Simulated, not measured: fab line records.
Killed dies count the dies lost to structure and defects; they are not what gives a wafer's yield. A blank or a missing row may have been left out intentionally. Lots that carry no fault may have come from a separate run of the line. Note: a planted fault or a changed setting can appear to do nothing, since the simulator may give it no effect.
Chamber matching || flow n5_finfet || rie_si-06 running N5_PMOS_HMC_CHANNEL_EPI_ETCH_38: 4 sister chambers
The step etches SiO2 in CF4, target depth 1.5 nm. 27 wafers are shown with their chamber, then 12 later ones without.

== WAFERS, EACH WITH ITS CHAMBER ==
{"wafer": "L074.1", "chamber": 2, "drypump_motor_current_A (A)": 6.1, "throttle_valve_pct (%)": 22.1, "oes_product_au (a.u.)": 1.019}
{"wafer": "L074.2", "chamber": 1, "drypump_motor_current_A (A)": 5.9, "throttle_valve_pct (%)": 21.6, "oes_product_au (a.u.)": 0.996}
{"wafer": "L074.4", "chamber": 3, "drypump_motor_current_A (A)": 5.4, "throttle_valve_pct (%)": 22.1, "oes_product_au (a.u.)": 0.993}
{"wafer": "L078.2", "chamber": 1, "drypump_motor_current_A (A)": 5.9, "throttle_valve_pct (%)": 21.6, "oes_product_au (a.u.)": 0.985}
{"wafer": "L078.3", "chamber": 0, "drypump_motor_current_A (A)": 4.8, "throttle_valve_pct (%)": 22.2, "oes_product_au (a.u.)": 0.962}
{"wafer": "L078.5", "chamber": 0, "drypump_motor_current_A (A)": 4.8, "throttle_valve_pct (%)": 22.1, "oes_product_au (a.u.)": 0.961}
{"wafer": "L080.1", "chamber": 1, "drypump_motor_current_A (A)": 5.9, "throttle_valve_pct (%)": 21.6, "oes_product_au (a.u.)": 0.987}
{"wafer": "L080.2", "chamber": 0, "drypump_motor_current_A (A)": 4.8, "throttle_valve_pct (%)": 22.1, "oes_product_au (a.u.)": 0.953}
{"wafer": "L080.3", "chamber": 2, "drypump_motor_current_A (A)": 6.0, "throttle_valve_pct (%)": 22.1, "oes_product_au (a.u.)": 1.000}
{"wafer": "L080.4", "chamber": 3, "drypump_motor_current_A (A)": 5.3, "throttle_valve_pct (%)": 22.1, "oes_product_au (a.u.)": 0.998}
{"wafer": "L080.5", "chamber": 2, "drypump_motor_current_A (A)": 6.0, "throttle_valve_pct (%)": 22.1, "oes_product_au (a.u.)": 1.016}
{"wafer": "L080.6", "chamber": 1, "drypump_motor_current_A (A)": 5.9, "throttle_valve_pct (%)": 21.6, "oes_product_au (a.u.)": 0.989}
{"wafer": "L083.1", "chamber": 1, "drypump_motor_current_A (A)": 5.9, "throttle_valve_pct (%)": 21.6, "oes_product_au (a.u.)": 0.995}
{"wafer": "L083.2", "chamber": 3, "drypump_motor_current_A (A)": 5.3, "throttle_valve_pct (%)": 22.2, "oes_product_au (a.u.)": 0.993}
{"wafer": "L083.5", "chamber": 2, "drypump_motor_current_A (A)": 6.1, "throttle_valve_pct (%)": 22.1, "oes_product_au (a.u.)": 1.012}
{"wafer": "L084.1", "chamber": 3, "drypump_motor_current_A (A)": 5.3, "throttle_valve_pct (%)": 22.1, "oes_product_au (a.u.)": 0.996}
{"wafer": "L084.2", "chamber": 0, "drypump_motor_current_A (A)": 4.8, "throttle_valve_pct (%)": 22.1, "oes_product_au (a.u.)": 0.952}
{"wafer": "L084.3", "chamber": 2, "drypump_motor_current_A (A)": 6.0, "throttle_valve_pct (%)": 22.1, "oes_product_au (a.u.)": 1.022}
{"wafer": "L084.4", "chamber": 1, "drypump_motor_current_A (A)": 5.9, "throttle_valve_pct (%)": 21.6, "oes_product_au (a.u.)": 0.982}
{"wafer": "L084.5", "chamber": 1, "drypump_motor_current_A (A)": 5.9, "throttle_valve_pct (%)": 21.6, "oes_product_au (a.u.)": 0.989}
{"wafer": "L084.6", "chamber": 0, "drypump_motor_current_A (A)": 4.8, "throttle_valve_pct (%)": 22.1, "oes_product_au (a.u.)": 0.962}
{"wafer": "L087.1", "chamber": 3, "drypump_motor_current_A (A)": 5.3, "throttle_valve_pct (%)": 22.1, "oes_product_au (a.u.)": 1.003}
{"wafer": "L087.4", "chamber": 1, "drypump_motor_current_A (A)": 5.9, "throttle_valve_pct (%)": 21.6, "oes_product_au (a.u.)": 1.002}
{"wafer": "L087.5", "chamber": 3, "drypump_motor_current_A (A)": 5.3, "throttle_valve_pct (%)": 22.1, "oes_product_au (a.u.)": 0.991}
{"wafer": "L092.2", "chamber": 0, "drypump_motor_current_A (A)": 4.8, "throttle_valve_pct (%)": 22.1, "oes_product_au (a.u.)": 0.950}
{"wafer": "L092.4", "chamber": 3, "drypump_motor_current_A (A)": 5.4, "throttle_valve_pct (%)": 22.1, "oes_product_au (a.u.)": 1.001}
{"wafer": "L092.5", "chamber": 2, "drypump_motor_current_A (A)": 6.0, "throttle_valve_pct (%)": 22.1, "oes_product_au (a.u.)": 1.000}

SIGNATURES (averages over the wafers above)
{"reading": "drypump_motor_current_A", "chamber 0": 4.800, "chamber 1": 5.900, "chamber 2": 6.033, "chamber 3": 5.329, "scatter within a chamber": 0.0347}
{"reading": "throttle_valve_pct", "chamber 0": 22.117, "chamber 1": 21.600, "chamber 2": 22.100, "chamber 3": 22.114, "scatter within a chamber": 0.0271}
{"reading": "oes_product_au", "chamber 0": 0.95667, "chamber 1": 0.99062, "chamber 2": 1.01150, "chamber 3": 0.99643, "scatter within a chamber": 0.00669}
Rule: for each reading, subtract the chamber's mean from the wafer's reading, divide by that reading's scatter and square the result; add these up over the readings and take the root, which gives the wafer's distance from the chamber. If the next closest chamber is less than 2 further off than the closest, the wafer can't be placed; otherwise it belongs to the closest. The scatter is the square root of a quotient: the sum, over the shown wafers, of each reading's squared deviation from its chamber's mean, divided by wafers minus chambers.

== WAFERS WITHOUT THEIR CHAMBER ==
{"wafer": "L093.1", "drypump_motor_current_A (A)": 5.3, "throttle_valve_pct (%)": 22.1, "oes_product_au (a.u.)": 1.003}
{"wafer": "L093.5", "drypump_motor_current_A (A)": 5.3, "throttle_valve_pct (%)": 22.1, "oes_product_au (a.u.)": 0.993}
{"wafer": "L093.6", "drypump_motor_current_A (A)": 4.8, "throttle_valve_pct (%)": 22.1, "oes_product_au (a.u.)": 0.963}
{"wafer": "L094.1", "drypump_motor_current_A (A)": 5.9, "throttle_valve_pct (%)": 21.6, "oes_product_au (a.u.)": 0.990}
{"wafer": "L094.2", "drypump_motor_current_A (A)": 4.8, "throttle_valve_pct (%)": 22.1, "oes_product_au (a.u.)": 0.952}
{"wafer": "L094.3", "drypump_motor_current_A (A)": 6.0, "throttle_valve_pct (%)": 22.1, "oes_product_au (a.u.)": 0.992}
{"wafer": "L094.4", "drypump_motor_current_A (A)": 5.4, "throttle_valve_pct (%)": 22.1, "oes_product_au (a.u.)": 0.989}
{"wafer": "L094.5", "drypump_motor_current_A (A)": 5.9, "throttle_valve_pct (%)": 21.6, "oes_product_au (a.u.)": 0.989}
{"wafer": "L094.6", "drypump_motor_current_A (A)": 6.1, "throttle_valve_pct (%)": 22.1, "oes_product_au (a.u.)": 0.997}
{"wafer": "L096.2", "drypump_motor_current_A (A)": 6.1, "throttle_valve_pct (%)": 22.1, "oes_product_au (a.u.)": 1.004}
{"wafer": "L096.4", "drypump_motor_current_A (A)": 5.9, "throttle_valve_pct (%)": 21.6, "oes_product_au (a.u.)": 0.995}
{"wafer": "L096.6", "drypump_motor_current_A (A)": 5.3, "throttle_valve_pct (%)": 22.1, "oes_product_au (a.u.)": 0.997}

== CHAMBER TAKEN BY EACH ==
{"wafer": "L093.1", "from the rows above": 3, "in truth": 3}
{"wafer": "L093.5", "from the rows above": 3, "in truth": 3}
{"wafer": "L093.6", "from the rows above": 0, "in truth": 0}
{"wafer": "L094.1", "from the rows above": 1, "in truth": 1}
{"wafer": "L094.2", "from the rows above": 0, "in truth": 0}
{"wafer": "L094.3", "from the rows above": 2, "in truth": 2}
{"wafer": "L094.4", "from the rows above": 3, "in truth": 3}
{"wafer": "L094.5", "from the rows above": 1, "in truth": 1}
{"wafer": "L094.6", "from the rows above": 2, "in truth": 2}
{"wafer": "L096.2", "from the rows above": 2, "in truth": 2}
{"wafer": "L096.4", "from the rows above": 1, "in truth": 1}
{"wafer": "L096.6", "from the rows above": 3, "in truth": 3}
Placed correctly: 12 of 12. Left unplaced by these rows: 0. Number placed wrongly: 0.
